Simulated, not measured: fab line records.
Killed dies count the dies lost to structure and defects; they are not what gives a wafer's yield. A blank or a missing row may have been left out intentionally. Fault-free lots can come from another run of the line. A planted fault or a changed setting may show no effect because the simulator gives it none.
Split-lot trial :: flow n5-finfet :: route with 1938 steps; 7 lots, 21 wafers read

THE SPLIT ITSELF
At N5_DUMMY_GATE_COAT_28 (time 60 s, resist thk 10 nm), the setting spin-rpm was moved away from the recipe's 1500 rpm on 7 of the 21 wafers read, by -9.8% to +6.8%. All remaining wafers had this setting at the recipe value.

The reading is taken at the split's own step.

THE READING
underlayer_of_DUMMY_GATE_COAT_28.thk-nm (the simulator's own value, which no gauge read), in nm, at N5_DUMMY_GATE_COAT_28 (time 60 s, resist thk 10 nm). No usual value for it is given in the file.

wafer: L079.2
tool, chamber at the split: litho-track-05, 0
spin-rpm as run, rpm: 1353
against the recipe: -9.8%
underlayer_of_DUMMY_GATE_COAT_28.thk-nm, nm: 10.4
against lot-mates on the recipe: +0.4

wafer: L079.5
tool, chamber at the split: litho-track-05, 0
spin-rpm as run, rpm: 1500
against the recipe: recipe
underlayer_of_DUMMY_GATE_COAT_28.thk-nm, nm: 10
against lot-mates on the recipe: -

wafer: L079.6
tool, chamber at the split: litho-track-05, 0
spin-rpm as run, rpm: 1500
against the recipe: recipe
underlayer_of_DUMMY_GATE_COAT_28.thk-nm, nm: 10
against lot-mates on the recipe: -

wafer: L080.1
tool, chamber at the split: litho-track-02, 0
spin-rpm as run, rpm: 1576
against the recipe: +5.1%
underlayer_of_DUMMY_GATE_COAT_28.thk-nm, nm: 9.8
against lot-mates on the recipe: -0.2

wafer: L080.5
tool, chamber at the split: litho-track-02, 0
spin-rpm as run, rpm: 1500
against the recipe: recipe
underlayer_of_DUMMY_GATE_COAT_28.thk-nm, nm: 10
against lot-mates on the recipe: -

wafer: L080.6
tool, chamber at the split: litho-track-02, 0
spin-rpm as run, rpm: 1500
against the recipe: recipe
underlayer_of_DUMMY_GATE_COAT_28.thk-nm, nm: 10
against lot-mates on the recipe: -

wafer: L083.1
tool, chamber at the split: litho-track-03, 0
spin-rpm as run, rpm: 1500
against the recipe: recipe
underlayer_of_DUMMY_GATE_COAT_28.thk-nm, nm: 10
against lot-mates on the recipe: -

wafer: L083.4
tool, chamber at the split: litho-track-03, 0
spin-rpm as run, rpm: 1500
against the recipe: recipe
underlayer_of_DUMMY_GATE_COAT_28.thk-nm, nm: 10
against lot-mates on the recipe: -

wafer: L083.2
tool, chamber at the split: litho-track-03, 0
spin-rpm as run, rpm: 1602
against the recipe: +6.8%
underlayer_of_DUMMY_GATE_COAT_28.thk-nm, nm: 9.6
against lot-mates on the recipe: -0.4

wafer: L088.2
tool, chamber at the split: litho-track-02, 0
spin-rpm as run, rpm: 1500
against the recipe: recipe
underlayer_of_DUMMY_GATE_COAT_28.thk-nm, nm: 10
against lot-mates on the recipe: -

wafer: L088.5
tool, chamber at the split: litho-track-02, 0
spin-rpm as run, rpm: 1500
against the recipe: recipe
underlayer_of_DUMMY_GATE_COAT_28.thk-nm, nm: 10
against lot-mates on the recipe: -

wafer: L088.3
tool, chamber at the split: litho-track-02, 0
spin-rpm as run, rpm: 1564
against the recipe: +4.3%
underlayer_of_DUMMY_GATE_COAT_28.thk-nm, nm: 9.8
against lot-mates on the recipe: -0.2

wafer: L092.2
tool, chamber at the split: litho-track-02, 0
spin-rpm as run, rpm: 1500
against the recipe: recipe
underlayer_of_DUMMY_GATE_COAT_28.thk-nm, nm: 10
against lot-mates on the recipe: -

wafer: L092.5
tool, chamber at the split: litho-track-02, 0
spin-rpm as run, rpm: 1500
against the recipe: recipe
underlayer_of_DUMMY_GATE_COAT_28.thk-nm, nm: 10
against lot-mates on the recipe: -

wafer: L092.6
tool, chamber at the split: litho-track-02, 0
spin-rpm as run, rpm: 1500
against the recipe: recipe
underlayer_of_DUMMY_GATE_COAT_28.thk-nm, nm: 10
against lot-mates on the recipe: -

wafer: L095.1
tool, chamber at the split: litho-track-02, 0
spin-rpm as run, rpm: 1500
against the recipe: recipe
underlayer_of_DUMMY_GATE_COAT_28.thk-nm, nm: 10
against lot-mates on the recipe: -

wafer: L095.3
tool, chamber at the split: litho-track-02, 0
spin-rpm as run, rpm: 1436
against the recipe: -4.3%
underlayer_of_DUMMY_GATE_COAT_28.thk-nm, nm: 10.4
against lot-mates on the recipe: +0.4

wafer: L095.6
tool, chamber at the split: litho-track-02, 0
spin-rpm as run, rpm: 1436
against the recipe: -4.3%
underlayer_of_DUMMY_GATE_COAT_28.thk-nm, nm: 10.2
against lot-mates on the recipe: +0.2

wafer: L097.2
tool, chamber at the split: litho-track-03, 0
spin-rpm as run, rpm: 1500
against the recipe: recipe
underlayer_of_DUMMY_GATE_COAT_28.thk-nm, nm: 10
against lot-mates on the recipe: -

wafer: L097.3
tool, chamber at the split: litho-track-03, 0
spin-rpm as run, rpm: 1500
against the recipe: recipe
underlayer_of_DUMMY_GATE_COAT_28.thk-nm, nm: 10
against lot-mates on the recipe: -

wafer: L097.6
tool, chamber at the split: litho-track-03, 0
spin-rpm as run, rpm: 1602
against the recipe: +6.8%
underlayer_of_DUMMY_GATE_COAT_28.thk-nm, nm: 9.6
against lot-mates on the recipe: -0.4

THE FIT
A straight line over all 21 wafers: underlayer_of_DUMMY_GATE_COAT_28.thk-nm changes by -0.0513 nm for each +1% of spin-rpm; r = -0.96; the points scatter about the line by 0.053 nm.
The same after taking each lot's own level away (the mean of its wafers on the recipe; 21 wafers): -0.0513 nm for each +1%; r = -0.96; scatter 0.053 nm.
According to that fit, moving spin-rpm by its largest amount changes the reading by 0.5 nm.
The lots' own levels span 10.00 to 10.00 nm.
Consequently the slope shifts little with the lot-to-lot level, the two slopes agreeing.
Check: for one of the wafers moved furthest among these (-9.8%), held out of the fit, the line's prediction against its lot-mates is +0.581 nm. Against them it came out at +0.4 nm.

THE OTHER SPLITS THESE WAFERS WENT THROUGH
Before the reading, these wafers also passed through other splits. Each is held against what the fit with the lots' levels taken away leaves over:
other split on the same wafers: N5_WELL_APT_COAT_19 spin-rpm
wafers away from the commonest value: 6
r with underlayer_of_DUMMY_GATE_COAT_28.thk-nm (lot level and that fit taken away): +0.17

other split on the same wafers: N5_WELL_APT_PEB_23 peb-time-s
wafers away from the commonest value: 9
r with underlayer_of_DUMMY_GATE_COAT_28.thk-nm (lot level and that fit taken away): +0.21

other split on the same wafers: N5_FIN_SAQP_PECVD_48 time-s
wafers away from the commonest value: 7
r with underlayer_of_DUMMY_GATE_COAT_28.thk-nm (lot level and that fit taken away): +0.05

other split on the same wafers: N5_FIN_SAQP_HM_DEP_72 time-s
wafers away from the commonest value: 9
r with underlayer_of_DUMMY_GATE_COAT_28.thk-nm (lot level and that fit taken away): -0.23

other split on the same wafers: N5_FIN_SAQP_FIN_ETCH_36 icp-w
wafers away from the commonest value: 8
r with underlayer_of_DUMMY_GATE_COAT_28.thk-nm (lot level and that fit taken away): +0.31

other split on the same wafers: N5_FIN_CUT_COAT_19 spin-rpm
wafers away from the commonest value: 4
r with underlayer_of_DUMMY_GATE_COAT_28.thk-nm (lot level and that fit taken away): +0.15

THE FILE'S OWN FIT
underlayer_of_DUMMY_GATE_COAT_28.thk-nm changes by -0.0499 nm for each +1% of spin-rpm, r = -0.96.
